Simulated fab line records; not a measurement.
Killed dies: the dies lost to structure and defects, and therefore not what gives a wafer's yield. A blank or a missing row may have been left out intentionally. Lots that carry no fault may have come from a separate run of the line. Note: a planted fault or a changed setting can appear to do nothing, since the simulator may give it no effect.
A struck lot beside a sound one	flow n5Finfet	13 steps out of a route of 1938
Sound: the wafers L527.2, L527.3, L527.6. Struck: wafer L530.6. At the end, the cause is stated.
Per side, at each step with rows, come the tool, then ch with its chambers, and then its first start. Under that, the readings that differ: sound wafers	struck wafers	difference of the means	sigmas: that difference in standard deviations of wafers without a fault.
alike: readings whose means differ by less than 2 such deviations, and words and numbers that are the same on both sides. not compared: withheld readings, readings that some wafer has no value for, bounds like >300 that may hide the same value, and numbers for which the record gives no deviation and whose values overlap.
The two part at a step that has a row with sigmas, a row that says differs or no value, or rows on one side only. When numbers do not overlap yet have no deviation, they are printed without sigmas and do not part them. A reading missing from all wafers of one side parts the sides only when that side holds two or more wafers.

first, 2 steps without rows for these wafers: N5_BEOL_M10_PRECLEAN_42 (cleans in residue remover, time 60 s); N5_BEOL_M10_SRD_43 (time 30 s).
N5_BEOL_M10_CD_MEAS_35: target cd 70 nm.
  sound: cdSem-01 at day 13 19:31; struck: cdSem-02 at day 14 20:35
  alike: cdNm
N5_BEOL_M10_CURE_72: cures SiCOH lowk, time 120 s.
  sound on uvCure-02 ch 0, day 13 19:36; struck on uvCure-02 ch 2, day 14 20:53
  alike: lampPowerPct, wafer_temp_C_max
then, 1 step without rows for these wafers: N5_BEOL_M10_DEGAS_44 (time 60 s).
N5_BEOL_M10_PRE_CLEAN_45: time 30 s.
  sound: pvdSputter-01 at day 13 20:10; struck: pvdSputter-01 at day 14 22:43
  alike: heaterPowerW
N5_BEOL_M10_ALD_74: deposits TaN, target thk 2 nm, pulse time 2 s, purge time 3 s.
  sound on aldMetal-02 ch 1,2, day 13 20:15; struck on aldMetal-02 ch 0, day 14 22:53
  alike: heaterPowerOuterW, heaterPowerW, precursorVesselPressureTorr
then, 2 steps without rows for these wafers: N5_BEOL_M10_SURFACE_TREAT_76; N5_BEOL_M10_CVD_75 (deposits Co from CCTBA/H2, target thk 2 nm, time 138.9 s).
N5_BEOL_M10_SPUTTER_48: material Cu, target thk 12 nm, time 2 s.
  sound: pvdSputter-03 at day 13 20:56; struck: pvdSputter-01 at day 14 23:20
reading	sound	struck	difference	sigmas
throttleValvePct (%)	29.8 31.1 30.8	27.6	-3.0	-2
then, 1 step without rows for these wafers: N5_BEOL_M10_ECD_50 (material Cu, target thk 318 nm).
N5_BEOL_M10_ANNEAL_51: time 90 s.
  sound on rtpAnneal-02 ch 0, day 13 21:31; struck on rtpAnneal-01 ch 0, day 14 23:45
  alike: annealTempCMax, wafer_temp_C_max
N5_BEOL_M10_CMP_52: polishes, stops on SiCOH lowk, t overpolish 7 s, target thk 140 nm.
  sound on cmp-03 ch 0,1,3, day 13 21:49; struck on cmp-03 ch 2, day 15 00:02
reading	sound	struck	difference	sigmas
platenRpm (rpm)	49.97 50.01 49.98	47.96	-2.03	-63
  alike: barrierFieldEndpointS, edgeZonePressureFrac, headPressurePsi, motorCurrentA, overpolishRunS, timeToEndpointS

== WHERE THEY PART ==
Earliest at N5_BEOL_M10_SPUTTER_48; latest, in this record, at N5_BEOL_M10_CMP_52.

WHY: what had been put in by the simulator
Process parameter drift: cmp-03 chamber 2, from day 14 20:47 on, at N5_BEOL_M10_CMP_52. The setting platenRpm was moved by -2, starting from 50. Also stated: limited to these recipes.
